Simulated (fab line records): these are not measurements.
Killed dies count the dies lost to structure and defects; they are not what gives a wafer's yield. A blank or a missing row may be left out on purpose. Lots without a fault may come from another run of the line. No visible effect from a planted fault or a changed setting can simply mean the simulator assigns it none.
Matching of chambers -- flow n5Finfet -- N5_BEOL_M13_ETCH_68 on rieDiel-02 has 4 sister chambers
The step etches SOC in N2/H2, time 355 s. 16 wafers are shown with their chamber, then 8 later ones without.

## WAFERS, EACH WITH ITS CHAMBER
wafer,chamber,showerheadPlenumPTorr (Torr),drypumpMotorCurrentA (A),throttleValvePct (%)
L077.4,0,2.68,6.8,17.3
L077.5,2,2.34,6.7,17.9
L077.6,3,2.42,6.2,18.3
L082.1,3,2.41,6.2,18.3
L082.3,0,2.68,6.8,17.3
L082.4,3,2.41,6.2,18.3
L083.1,2,2.34,6.7,17.9
L083.4,3,2.41,6.2,18.3
L083.6,0,2.68,6.8,17.3
L089.1,1,2.62,5.5,17.8
L089.3,3,2.41,6.2,18.4
L089.6,3,2.41,6.2,18.3
L091.1,3,2.41,6.2,18.4
L091.3,0,2.67,6.7,17.3
L091.4,1,2.62,5.5,17.8
L094.2,3,2.40,6.2,18.4

SIGNATURES, as means of the wafers listed above
reading,chamber 0,chamber 1,chamber 2,chamber 3,scatter within a chamber
showerheadPlenumPTorr,2.6775,2.6200,2.3400,2.4100,0.00479
drypumpMotorCurrentA,6.775,5.500,6.700,6.200,0.025
throttleValvePct,17.300,17.800,17.900,18.337,0.0395
Rule: distance of a wafer from a chamber = root of the sum over the readings of ((wafer's reading minus chamber's mean) / reading's scatter) squared. If the next closest chamber is less than 2 further off than the closest, the wafer can't be placed; otherwise it belongs to the closest. How the scatter is found: for the shown wafers, subtract from each reading the mean of its chamber, square and add these, divide the total by (wafers less chambers), then take the root.

## WAFERS MISSING THEIR CHAMBER
wafer,showerheadPlenumPTorr (Torr),drypumpMotorCurrentA (A),throttleValvePct (%)
L094.5,2.40,6.2,18.4
L094.6,2.67,6.7,17.4
L093.1,2.67,6.7,17.4
L093.2,2.33,6.7,18.0
L093.6,2.40,6.2,18.4
L096.1,2.66,6.7,17.4
L096.2,2.40,6.2,18.4
L096.6,2.62,5.6,17.8

## WHICH CHAMBER EACH WENT THROUGH
wafer,from the rows above,in truth
L094.5,3,3
L094.6,0,0
L093.1,0,0
L093.2,2,2
L093.6,3,3
L096.1,0,0
L096.2,3,3
L096.6,1,1
Correctly placed: 8 of 8. Left unplaced by these rows: 0. Placed wrongly: 0.
